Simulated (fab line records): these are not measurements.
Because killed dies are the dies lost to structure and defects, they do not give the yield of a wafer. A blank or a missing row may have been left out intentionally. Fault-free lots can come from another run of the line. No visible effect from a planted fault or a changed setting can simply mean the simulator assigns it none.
fab line records	flow n5Finfet	part 2 of 2: steps 27 to 34 of 34
[record] lots = 5	wafers = 15	lastDay = 17
route steps=1938 shown WELL_APT@36 PMOS_HMC_CHANNEL_EPI@57
lots that met no fault: taken from a fault-free run of the same line
startH: hours from the record's first day to the start of the lot's first wafer shown	waitH: hours from the lot's prior step to this one	" identical to the entry in the row above	L1.1+2: one row covering several wafers at once	- no value, or no start given	* or withheld: withheld	< > ~ a bound
route shown NAME@n: NAME is a module with steps in the file, n the number in the route of the first one	usual: mean and standard deviation over wafers with no fault	same: alike in all rows	chamber/n: place in a boat	sites: the reading at each site	_std_site: the values' standard deviation	_edge_site: mean of outer sites minus mean of inner sites	radiusMm: how far each site lies from the wafer's centre	mask NAME#n: copy n	behind: tool/chamber where the wafer was last shaped	hold: cause of the lot's hold/its duration in hours/its outcome	device: the transistor (n, p or np) that didn't switch	end of line: the same wafers' tests at the end of the route	step lacking rows: just its recipe	killed: dies that structure and defects cost at the first sort, which is not the same as the wafer's yield	map: dies across one wafer; x = killed, . = not, _ = none there
set.NAME: the setting as run; set.NAME@STEP: as run at that earlier step	model.NAME: the simulator's own value behind a step, which no gauge read
lots seen at some steps along the route; tables by step, rows by wafer
services: from which hour (startH, from the record's first day; less than 0 if before it) a tool's chamber was out of use, for how many hours, and why
[[steps]]
[step N5_PMOS_HMC_CHANNEL_EPI_EXPOSE_06]
[recipe] maskId = PMOS_HMC_BLK	na = 1.35	sourceShape = conventional	sigmaOuter = 0.8	polarization = unpolarized	targetCdNm = 240	doseMj = 41
[same] sigmaOuter = 0.8
lot.wafer	tool	chamber	startH	waitH	mask
L080.1+3+6	arfiScanner-01	0	52.99	-	PMOS_HMC_BLK#0
L086.1+2+5	arfiScanner-01	0	89.60	-	PMOS_HMC_BLK#0
L088.1+2+5	arfiScanner-01	0	101.75	-	PMOS_HMC_BLK#0
L094.1+4+5	arfiScanner-03	0	137.40	-	PMOS_HMC_BLK#0
L095.4+5+6	arfiScanner-01	0	143.10	-	PMOS_HMC_BLK#0
[step N5_PMOS_HMC_CHANNEL_EPI_PEB_07]
[recipe] pebTempC = 110	pebTimeS = 60	resist = CAR-ArF-block
[usual] chillPlateTempC = 23.00/0.11
lot.wafer	tool	chamber	startH	waitH	chillPlateTempC
L080.1	lithoTrack-05	0	53.04	0.1	23.05
L080.3	"	0	"	"	23.02
L080.6	"	0	"	"	22.94
L086.1	lithoTrack-05	0	89.66	0.1	22.95
L086.2	"	0	"	"	23.02
L086.5	"	0	"	"	23.03
L088.1	lithoTrack-02	0	101.81	0.1	22.88
L088.2	"	0	"	"	22.99
L088.5	"	0	"	"	23.14
L094.1	lithoTrack-04	0	137.45	0.1	23.01
L094.4	"	0	"	"	23.15
L094.5	"	0	"	"	23.01
L095.4	lithoTrack-05	0	143.15	0.0	22.96
L095.5	"	0	"	"	22.82
L095.6	"	0	"	"	22.88
[step N5_PMOS_HMC_CHANNEL_EPI_DEVELOP_08]
[recipe] developTimeS = 30	developer = TMAH	resist = CAR-ArF-block	devTempC = 23	rinseLiquid = diw	dry = airSpin
[usual] chillPlateTempC = 22.99/0.12
lot.wafer	tool	chamber	startH	waitH	chillPlateTempC
L080.1	lithoTrack-05	0	-	-	22.93
L080.3	"	0	"	"	22.75
L080.6	"	0	"	"	22.89
L086.1	lithoTrack-05	0	-	-	22.97
L086.2	"	0	"	"	23.04
L086.5	"	0	"	"	23.10
L088.1	lithoTrack-02	0	-	-	23.15
L088.2	"	0	"	"	23.25
L088.5	"	0	"	"	23.15
L094.1	lithoTrack-04	0	-	-	23.02
L094.4	"	0	"	"	22.99
L094.5	"	0	"	"	23.13
L095.4	lithoTrack-05	0	-	-	22.91
L095.5	"	0	"	"	23.07
L095.6	"	0	"	"	23.01
[step N5_PMOS_HMC_CHANNEL_EPI_CD_MEAS_09]
[recipe] targetCdNm = 237.4	landingEnergyEv = 500	detector = seInlens
[usual] cdNm = 237.4/1.1
lot.wafer	tool	chamber	startH	waitH	cdNm
L080.1	cdSem-03	0	53.11	-	237.9
L080.3	"	0	"	"	235.3
L080.6	"	0	"	"	237.5
L086.1	cdSem-02	0	89.73	-	238.1
L086.2	"	0	"	"	238.1
L086.5	"	0	"	"	237.8
L088.1	cdSem-03	0	101.88	-	237.4
L088.2	"	0	"	"	236.6
L088.5	"	0	"	"	237.1
L094.1	cdSem-03	0	137.52	-	238.5
L094.4	"	0	"	"	238.3
L094.5	"	0	"	"	238.9
L095.4	cdSem-03	0	143.21	-	236.5
L095.5	"	0	"	"	237.4
L095.6	"	0	"	"	237.9
[step N5_PMOS_HMC_CHANNEL_EPI_OVL_MEAS_10]
[recipe] pointsPerWafer = 44
[usual] PMOS_HMC_BLK_OVL = -0.6/0.63
lot.wafer	tool	chamber	startH	waitH	PMOS_HMC_BLK_OVL[nm]
L080.1	overlay-02	0	53.14	0.0	-1.8
L080.3	"	0	"	"	-1.1
L080.6	"	0	"	"	-1.2
L086.1	overlay-01	0	89.76	0.0	-0.1
L086.2	"	0	"	"	-0.7
L086.5	"	0	"	"	-0.3
L088.1	overlay-02	0	101.91	0.0	0.5
L088.2	"	0	"	"	-0.1
L088.5	"	0	"	"	0.2
L094.1	overlay-01	0	137.55	0.0	-0.7
L094.4	"	0	"	"	-0.4
L094.5	"	0	"	"	-0.6
L095.4	overlay-01	0	143.24	0.0	-1.4
L095.5	"	0	"	"	-1.2
L095.6	"	0	"	"	-1.0
[step N5_PMOS_HMC_CHANNEL_EPI_INSPECT_11]
[recipe] mode = adi	inspectInstrument = macro
[usual] rawDefectCount = 2.0/1.4
lot.wafer	tool	chamber	startH	waitH	rawDefectCount
L080.1	defectInspect-01	-	53.16	0.0	5
L080.3	"	-	"	"	2
L080.6	"	-	"	"	5
L086.1	defectInspect-01	-	89.78	0.0	0
L086.2	"	-	"	"	0
L086.5	"	-	"	"	1
L088.1	defectInspect-01	-	101.93	0.0	1
L088.2	"	-	"	"	2
L088.5	"	-	"	"	6
L094.1	defectInspect-02	-	137.58	0.0	1
L094.4	"	-	"	"	2
L094.5	"	-	"	"	2
L095.4	defectInspect-02	-	143.27	0.0	2
L095.5	"	-	"	"	4
L095.6	"	-	"	"	1
[step N5_PMOS_HMC_CHANNEL_EPI_DESCUM_14]
[recipe] chemistry = O2	timeS = 7.9	sourcePowerW = 50	biasPowerW = 20	pressureMtorr = 20	rfFrequencyHz = 2.712e+07	tempC = 40	resist = CAR-ArF-block	o2FlowSccm = 225
[usual] drypumpMotorCurrentA = 5.84/0.22	oesProductAu = 0.77/0.073	rfVppV = 242.8/1.4	showerheadPlenumPTorr = 2.07/0.077	throttleValvePct = 20.54/0.18
lot.wafer	tool	chamber	startH	waitH	drypumpMotorCurrentA	oesProductAu	rfHoursCounterH	rfVppV	showerheadPlenumPTorr	throttleValvePct
L080.1	rieDiel-04	1	53.20	0.0	6.02	0.91	40	241.6	2.05	20.09
L080.3	"	2	"	"	5.61	0.72	215	242.8	1.98	20.38
L080.6	"	1	"	"	6.01	0.91	-	243.7	2.05	20.10
L086.1	rieDiel-03	2	89.82	0.0	5.72	0.79	122	244.7	2.20	20.57
L086.2	"	0	"	"	6.30	0.75	150	245.1	2.10	20.72
L086.5	"	0	"	"	6.28	0.75	-	242.2	2.10	20.71
L088.1	rieDiel-04	1	101.96	0.0	6.04	0.88	54	242.3	2.04	20.13
L088.2	"	0	"	"	5.54	0.75	164	241.2	1.99	20.43
L088.5	"	3	"	"	6.21	0.77	-	244.7	2.09	20.66
L094.1	rieDiel-05	1	137.77	0.2	5.69	0.70	228	242.9	2.08	20.51
L094.4	"	0	"	"	5.81	0.70	214	242.7	2.07	20.83
L094.5	"	1	"	"	5.68	0.70	-	242.3	2.08	20.51
L095.4	rieDiel-04	0	143.30	0.0	5.52	0.73	177	241.7	1.99	20.45
L095.5	"	0	"	"	5.58	0.73	-	243.0	1.99	20.45
L095.6	"	1	"	"	6.02	0.87	-	243.4	2.04	20.13
[step N5_PMOS_HMC_CHANNEL_EPI_ETCH_32]
[recipe] chemistry = N2/H2	target = BARC	stopOn = SiO2	targetDepthA = 858	overEtchFrac = 0.3	timeS = 50.3	ionEnergyEv = 200	maskMaterial = CAR-ArF-block	pressureMtorr = 30	sourceW = 840	biasW = 150	n2FlowSccm = 200	h2FlowSccm = 200
[usual] drypumpMotorCurrentA = 5.84/0.22	oesProductAu = 0.66/0.057	rfVppV = 523.0/2.6	showerheadPlenumPTorr = 2.51/0.09	throttleValvePct = 17.99/0.16
lot.wafer	tool	chamber	startH	waitH	drypumpMotorCurrentA	oesProductAu	rfHoursCounterH	rfVppV	showerheadPlenumPTorr	throttleValvePct
L080.1	rieDiel-04	1	53.23	0.0	6.02	0.76	40	520.5	2.50	17.64
L080.3	"	2	"	"	5.63	0.61	215	520.7	2.41	17.84
L080.6	"	1	"	"	5.99	0.76	-	521.9	2.50	17.65
L086.1	rieDiel-03	2	89.85	0.0	5.71	0.66	122	529.1	2.64	17.87
L086.2	"	0	"	"	6.27	0.63	150	522.8	2.54	18.13
L086.5	"	0	"	"	6.24	0.64	-	523.4	2.54	18.14
L088.1	rieDiel-04	1	102.00	0.0	6.01	0.75	54	522.4	2.49	17.68
L088.2	"	0	"	"	5.52	0.63	164	520.2	2.42	17.93
L088.5	"	3	"	"	6.21	0.66	-	525.7	2.55	18.14
L094.1	rieDiel-05	1	137.81	0.0	5.67	0.60	228	522.5	2.51	18.01
L094.4	"	0	"	"	5.83	0.59	214	522.8	2.51	18.27
L094.5	"	1	"	"	5.68	0.60	-	523.6	2.51	17.98
L095.4	rieDiel-04	0	143.33	0.0	5.52	0.63	177	520.2	2.42	17.92
L095.5	"	0	"	"	5.50	0.62	-	520.5	2.42	17.93
L095.6	"	1	"	"	6.01	0.73	-	521.7	2.49	17.67
[[services]]
tool	chamber	startH	hours	kind
krfScanner-01	-	29.40	4.0	pm
krfScanner-01	-	33.42	0.8	pm
rieDiel-06	1	34.50	8.1	repair
wetBench-01	-	36.30	1.7	repair
rieDiel-01	1	38.11	1.3	repair
rieDiel-06	1	44.87	4.8	repair
wetBench-05	-	48.92	1.9	pm
arfiScanner-01	-	51.08	0.2	repair
krfScanner-01	-	56.02	0.8	pm
rieDiel-01	3	59.97	1.7	repair
krfScanner-02	-	61.55	1.3	pm
implanter-02	-	64.52	3.1	pm
epiRpcvd-04	-	65.69	27.2	pm
rtpAnneal-01	-	81.37	3.6	pm
arfiScanner-01	-	89.98	1.3	pm
krfScanner-02	-	90.02	2.5	repair
rieDiel-05	-	97.29	2.8	pm
krfScanner-01	-	98.78	1.0	pm
krfScanner-02	-	106.48	8.9	repair
arfiScanner-01	-	108.32	1.0	pm
arfiScanner-01	-	123.49	4.9	pm
wetBench-05	-	132.77	1.7	repair
krfScanner-02	-	136.19	0.8	pm
arfiScanner-01	-	143.22	6.0	pm
